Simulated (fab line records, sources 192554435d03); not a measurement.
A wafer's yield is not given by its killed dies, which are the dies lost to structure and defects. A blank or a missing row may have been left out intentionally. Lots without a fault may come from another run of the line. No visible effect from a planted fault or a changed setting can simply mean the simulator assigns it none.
fab line records	flow n5_finfet
record: lots: 4	wafers: 12	last_day: 15
route steps=1938 shown BEOL_M13@1661 PASSIVATION@1936
lots with no fault: from the same line, run without faults
start_h: hours from the record's first day to the start of the lot's first wafer shown	wait_h: hours elapsed since this lot's preceding step	" repeats the value in the row above	L1.1+2: a single row standing in for several wafers	- no value, or no start given	* or withheld: withheld	< > ~ a bound
route shown NAME@n: names a module that has steps shown in the file, with the first one's number in the route	usual: mean/standard deviation of fault-free wafers	same: alike in all rows	chamber/n: place in a boat	sites: readings site by site	_std_site: standard deviation across them	_edge_site: outer sites' mean less inner sites'	radius_mm: for every site, how far away it sits from the centre of the wafer	mask NAME#n: copy n	behind: the tool/chamber that last shaped the wafer	hold: cause of the lot's hold/its duration in hours/its outcome	device: names the non-switching transistor (n, p or np)	end of line: the route-end tests of the same wafers	step lacking rows: just its recipe	killed: dies that structure and defects cost at the first sort, which is not the same as the wafer's yield	map: shows each die of a wafer: x if killed, . if not, _ if none is there
set.NAME: the run value of the setting; set.NAME@STEP: its run value at that earlier step	model.NAME: the simulator's own value behind a step, which no gauge read
lots at selected steps of the route; one table per step, one row per wafer
services: from which hour (start_h, from the record's first day; less than 0 if before it) a tool's chamber was out of use, for how many hours, and why
== steps ==
step: N5_BEOL_M13_COAT_58
recipe: resist: BARC	temp_c: 205	time_s: 60	spin_rpm: 1500	resist_thk_nm: 89
step: N5_BEOL_M13_COAT_04
recipe: spin_rpm: 1625	resist_thk_nm: 400
step: N5_BEOL_M13_EBR_06
recipe: solvent: PGMEA	ebr_width_mm: 1.5
step: N5_BEOL_M13_SOFTBAKE_05
recipe: temp_c: 130	time_s: 60
step: N5_BEOL_M13_EXPOSE_07
recipe: mask_id: V12	na: 0.93	source_shape: conventional	sigma_outer: 0.6	polarization: unpolarized	attpsm_phase_deg: 180	dose_mj: 24.8
step: N5_BEOL_M13_PEB_08
recipe: peb_temp_c: 130	peb_time_s: 90
step: N5_BEOL_M13_DEVELOP_09
recipe: develop_time_s: 45	rinse_liquid: diw	dry: air_spin	dev_temp_c: 21
step: N5_BEOL_M13_HARDBAKE_14
recipe: temp_c: 130	time_s: 120
step: N5_BEOL_M13_DESCUM_15
recipe: chemistry: O2	time_s: 7.9	source_power_w: 50	bias_power_w: 20	pressure_mtorr: 20	rf_frequency_hz: 2.712e+07	temp_c: 40	o2_flow_sccm: 225
step: N5_BEOL_M13_ETCH_59
recipe: chemistry: N2/H2	target: BARC	target_depth_a: 890	overetch_a: 267	time_s: 67.9	ion_energy_ev: 200	pressure_mtorr: 30	source_w: 840	bias_w: 150	n2_flow_sccm: 200	h2_flow_sccm: 200
usual: drypump_motor_current_A: 5.7/0.35	oes_product_au: 0.66/0.072	rf_fwd_power_W: 833/3.3	rf_vpp_V: 523.5/2.4	showerhead_plenum_p_Torr: 2.53/0.076	throttle_valve_pct: 17.95/0.26
lot.wafer	tool	chamber	start_h	wait_h	drypump_motor_current_A	oes_product_au	rf_fwd_power_W	rf_hours_counter_h	rf_vpp_V	showerhead_plenum_p_Torr	throttle_valve_pct
L708.1	rie_diel-01	3	244.32	0.0	5.7	0.62	834	199	520.1	2.43	17.90
L708.2	"	0	"	"	5.3	0.80	832	12	526.3	2.59	17.81
L708.5	"	0	"	"	5.3	0.80	832	-	526.1	2.59	17.84
L715.1	rie_diel-01	3	287.78	0.0	5.8	0.61	837	212	520.2	2.42	17.92
L715.2	"	2	"	"	6.3	0.61	830	200	524.3	2.53	18.10
L715.6	"	0	"	"	5.3	0.77	831	-	524.8	2.58	17.84
L718.1	rie_diel-01	3	298.82	0.0	5.7	0.60	833	216	521.3	2.42	17.93
L718.4	"	2	"	"	6.3	0.62	837	203	521.9	2.52	18.13
L718.6	"	2	"	"	6.3	0.61	833	-	522.3	2.52	18.13
L721.2	rie_diel-04	1	327.18	0.0	6.1	0.75	836	47	521.7	2.48	17.67
L721.3	"	0	"	"	4.7	0.57	838	246	520.8	2.40	18.29
L721.4	"	2	"	"	5.7	0.60	827	231	525.7	2.61	17.64
step: N5_BEOL_M13_VIA_ETCH_16
recipe: chemistry: C4F8/O2/Ar	target: SiOC	pressure_mtorr: 30	source_w: 3000	bias_w: 700	Ar_flow_sccm: 400	C4F8_flow_sccm: 15	O2_flow_sccm: 8	he_inner_torr: 15	he_outer_torr: 30	target_depth_a: 9217	time_s: withheld	ion_energy_ev: 250	ends: cleared
step: N5_BEOL_M13_STRIP_63
recipe: chemistry: N2/H2	power_w: 1000	temp_c: 250	h2_frac: 0.65	overash_fraction: 0.3	pressure_mtorr: 1000	n2_flow_sccm: 1750	h2_flow_sccm: 3250
step: N5_BEOL_M13_STRIP_64
recipe: chemistry: N2/H2	power_w: 1000	temp_c: 250	h2_frac: 0.65	overash_fraction: 0.3	pressure_mtorr: withheld	n2_flow_sccm: 1750	h2_flow_sccm: 3250
step: N5_BEOL_M13_STRIP_71
recipe: chemistry: post_etch_residue_remover	time_s: 60	temp_c: 25	remover_ph: withheld	remover_water_wt_pct: withheld	remover_fluoride_wt_pct: withheld
step: N5_BEOL_M13_SRD_72
recipe: time_s: 30	temp_c: 23	rinse_liquid: diw	dry: n2_spin	spin_rpm: 1500	dry_time_s: 30
step: N5_BEOL_M13_COAT_65
recipe: resist: SOC	temp_c: 250	time_s: 60	spin_rpm: 1500	resist_thk_nm: 350
step: N5_BEOL_M13_COAT_66
recipe: resist: SiARC	temp_c: 220	time_s: 60	spin_rpm: 1500	resist_thk_nm: 110
step: N5_BEOL_M13_COAT_22
recipe: spin_rpm: 2888	resist_thk_nm: 300
step: N5_BEOL_M13_EBR_24
recipe: solvent: PGMEA	ebr_width_mm: 1.5
step: N5_BEOL_M13_SOFTBAKE_23
recipe: temp_c: 130	time_s: 60
step: N5_BEOL_M13_EXPOSE_25
recipe: mask_id: M13	na: 0.93	source_shape: conventional	sigma_outer: 0.4	polarization: unpolarized	target_cd_nm: 210	dose_mj: 22
step: N5_BEOL_M13_PEB_26
recipe: peb_temp_c: 130	peb_time_s: 90
step: N5_BEOL_M13_DEVELOP_27
recipe: develop_time_s: 45	rinse_liquid: diw	dry: air_spin	dev_temp_c: 21
step: N5_BEOL_M13_HARDBAKE_32
recipe: temp_c: 130	time_s: 120
step: N5_BEOL_M13_INSPECT_30
recipe: mode: adi	inspect_instrument: macro
usual: raw_defect_count: 2.1/1.3
lot.wafer	tool	chamber	start_h	wait_h	raw_defect_count
L708.1	defect_inspect-01	-	245.36	0.0	4
L708.2	"	-	"	"	3
L708.5	"	-	"	"	3
L715.1	defect_inspect-01	-	288.82	0.1	>300
L715.2	"	-	"	"	>300
L715.6	"	-	"	"	>300
L718.1	defect_inspect-02	-	299.69	0.0	>300
L718.4	"	-	"	"	>300
L718.6	"	-	"	"	>300
L721.2	defect_inspect-01	-	328.06	0.0	1
L721.3	"	-	"	"	2
L721.4	"	-	"	"	3
step: N5_BEOL_M13_DESCUM_33
recipe: chemistry: O2	time_s: 7.9	source_power_w: 50	bias_power_w: 20	pressure_mtorr: 20	rf_frequency_hz: 2.712e+07	temp_c: 40	o2_flow_sccm: 225
step: N5_PASSIVATION_PROBE_49
usual: defect_limited_yield: 90.9/1.5	killed_at_M0_to_M3: 36/9.9	killed_at_M4_up: 13/4.5	killed_at_contacts: 13/6.4	killed_at_front_end: 42/12	killed_at_other: 3.4/3	killed_dies: 107/18	killed_on_rim: 14/4.3	killed_open: 69/13	killed_short: 35/8.2	sort_bin_5_function: 5.3/1.1	sort_bin_6_memory: 3.4/0.69	sort_n_pass: 1073/18	sort_yield_pct: 90.9/1.5
same: gross_dies: 1180	killed_at_back_side: 0	sort_bin_4_leakage[%]: 0	sort_bin_8_speed[%]: 0
lot.wafer	tool	chamber	start_h	wait_h	defect_limited_yield[%]	killed_at_M0_to_M3	killed_at_M4_up	killed_at_contacts	killed_at_front_end	killed_at_other	killed_dies	killed_on_rim	killed_open	killed_short	sort_bin_5_function[%]	sort_bin_6_memory[%]	sort_n_pass	sort_yield_pct[%]
L715.1	prober-01	-	317.75	0.0	84.0	30	74	8	73	4	189	39	70	45	8.6	4.2	991	84.0
L715.2	prober-01	-	317.80	0.1	86.4	20	94	5	41	1	161	21	44	31	8.3	3.4	1019	86.4
L715.6	prober-01	-	318.00	0.3	84.7	33	95	9	35	8	180	36	54	34	9.1	3.2	1000	84.7
L718.1	prober-01	-	331.58	0.0	86.7	39	81	3	34	0	157	26	71	23	9.5	2.5	1023	86.7
L718.4	prober-01	-	331.73	0.2	86.5	26	103	2	27	1	159	27	58	19	8.7	3.1	1021	86.5
L718.6	prober-01	-	331.83	0.3	84.5	31	94	10	47	1	183	29	80	27	9.5	4.1	997	84.5
killed by level:class
L715.1 BEOL_M13:unspecified=58 STI_FIN_REVEAL:geometric_particle:open=19 HKMG_FIN:area_etch=14 BEOL_M1:geometric_particle:open=9 FIN_SAQP:geometric_particle:short=8 BEOL_M0_SAQP:geometric_particle:open=8 BEOL_M0_SAQP:geometric_particle:short=7 MOL_CONTACT_COAG:geometric_particle:open=6
L715.2 BEOL_M13:unspecified=84 FIN_SAQP:geometric_particle:open=10 STI_FIN_REVEAL:geometric_particle:open=9 BEOL_M3:geometric_particle:open=7 FIN_SAQP:geometric_particle:short=6 MOL_CONTACT_COAG:geometric_particle:open=5 STARTING-WAFER:geometric_particle:short=4 GATE_CUT:geometric_particle:short=3
L715.6 BEOL_M13:unspecified=84 FIN_SAQP:geometric_particle:short=10 BEOL_M1:geometric_particle:open=8 HKMG_FIN:area_etch=8 MOL_CONTACT_COAG:geometric_particle:open=6 BEOL_M0:geometric_particle:open=6 FIN_SAQP:geometric_particle:open=5 BEOL_M3:geometric_particle:open=5
L718.1 BEOL_M13:unspecified=62 BEOL_M2:geometric_particle:open=17 FIN_SAQP:geometric_particle:open=11 BEOL_M3:geometric_particle:open=10 BEOL_M4:geometric_particle:open=9 FIN_SAQP:geometric_particle:short=6 BEOL_M5:geometric_particle:open=4 DUMMY_GATE:geometric_particle:open=3
L718.4 BEOL_M13:unspecified=81 BEOL_M4:geometric_particle:open=12 FIN_SAQP:geometric_particle:open=8 STI_FIN_REVEAL:geometric_particle:open=8 BEOL_M3:geometric_particle:open=7 BEOL_M0_SAQP:geometric_particle:short=6 BEOL_M0_SAQP:geometric_particle:open=5 BEOL_M1:geometric_particle:open=4
L718.6 BEOL_M13:unspecified=74 FIN_SAQP:geometric_particle:open=17 MOL_CONTACT_COAG:geometric_particle:open=9 BEOL_M1:geometric_particle:open=8 BEOL_M2:geometric_particle:open=7 STI_FIN_REVEAL:geometric_particle:open=6 BEOL_M4:geometric_particle:open=6 BEOL_M5:geometric_particle:open=6
map L715.1 (x killed, . not)
_________________...x..xx.x..________________
______________x..........x......_____________
___________...........xx..........x__________
__________...xx....................x_________
________...x.x....................x.x._______
_______.x..................x.......x..x______
______......xx..................x......x_____
_____................x.x...x......xx.xxxx____
____.........xx..x.................xxxxxxx___
___.............x..............x....xxxxxxx__
___.............x....x...........x...xxxxxx__
__..........x.........x.........x.x..xxxxxxx_
__..x..x..x.....xx....x..............xxxxxxx_
_.........x......xx..................xxxxxxxx
_.......xx............x...........x...x.xxxxx
_....x.xx...x....x.......x.............x.x..x
_....x.....x......x...x.....x..x..x...x..x..x
_..x.......x........x.....x.x................
_...x..........x..........................x.x
_.x.x...x...........x......xx...............x
_x..............................x.....x..x...
__....x......xx.....x......x.....x.........._
__.......................x.................._
___.........x.x........................x..x__
___x........x..x......x..............x.....__
____.x.........x.....x..x........x....x...___
_____.........x........................xx____
______.x....x.............xx..x........._____
_______.xx..x...x...............x......______
________.............................._______
__________.........x.......x........_________
___________........x..........x....__________
______________.x.........xx...x._____________
_________________..........x.________________
map L718.6 (x killed, . not)
_________________............________________
______________xx..............x._____________
___________.x....x.....x...........__________
__________.......xx.........xx......_________
________..........x......x............_______
_______...x.x.......................x..______
______.................................._____
_____.....x...x......x..........x........____
____.....................x........x.x.....___
___..x......x.....x..x.x................x..__
___x......x...x.....x...x...xx.............__
__....................x...........x........._
__........x.................x..x............_
_...........x..............................x.
_..x.....x...x........x......................
_..................................x...x.x...
_...........................x................
_...x...x...x........x...........xxx.....x...
_........................................x..x
_x.....x........x.x......x...................
_x.............x.........x...............x..x
__x.........................xxxx............_
__........x........x......x.x..........x...._
___........................................__
___..................xx.x..................__
____x...x.x..x....x..x..x................x___
_____.........x.......xxx.x........x.....____
______.......x....x.x...xx.x............_____
_______......x.x.xxxxxxxxxxx...x...x...______
________xx....x..xxxxxx.xxx.....x.x..._______
__________....x.xxxxxxxxxxxx..x....._________
___________...xxxxxxxxxxxxxxxx.....__________
______________.xxxxxxxxxxx......_____________
_________________xxxxxxxxx..x________________
== services ==
tool	chamber	start_h	hours	kind
rie_diel-04	0	241.77	2.9	repair
rie_diel-04	3	266.66	7.7	repair
rie_diel-04	3	288.44	-	clean
rie_diel-04	3	288.44	-	consumable_replace:focus_ring
rie_diel-04	3	288.44	14.5	scheduled_down
rie_diel-04	3	288.44	14.5	vent_cycle
rie_diel-01	3	312.30	7.9	repair
rie_diel-01	0	314.42	5.3	repair
== key ==
first_sign: step: N5_BEOL_M13_INSPECT_30	reading: raw_defect_count	direction: up	sigmas: 99+	usual: 2.1	struck: >300
effect: step: N5_PASSIVATION_PROBE_49	reading: killed_at_M4_up	direction: up	sigmas: 17	usual: 13	struck: 90
more_kills_born_at: N5_BEOL_M13_ETCH_59@rie_diel-01: 443
met_at N5_BEOL_M13_ETCH_59
struck_wafers L715.1,L715.2,L715.6,L718.1,L718.4,L718.6
baseline_loss: step: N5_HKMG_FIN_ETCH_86	wafers: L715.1
onset_between 244.32 287.78
fault: kind: chamber_particle_source	tool: rie_diel-01	chamber: -	onset_h: 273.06	steps: N5_BEOL_M13_ETCH_59	rate_per_visit_cm2: 0.63673	end_h: 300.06
baseline_loss: these wafers lose ten dies or more at that step, a loss of the line's own and not of a fault; the sort's usual values leave them out
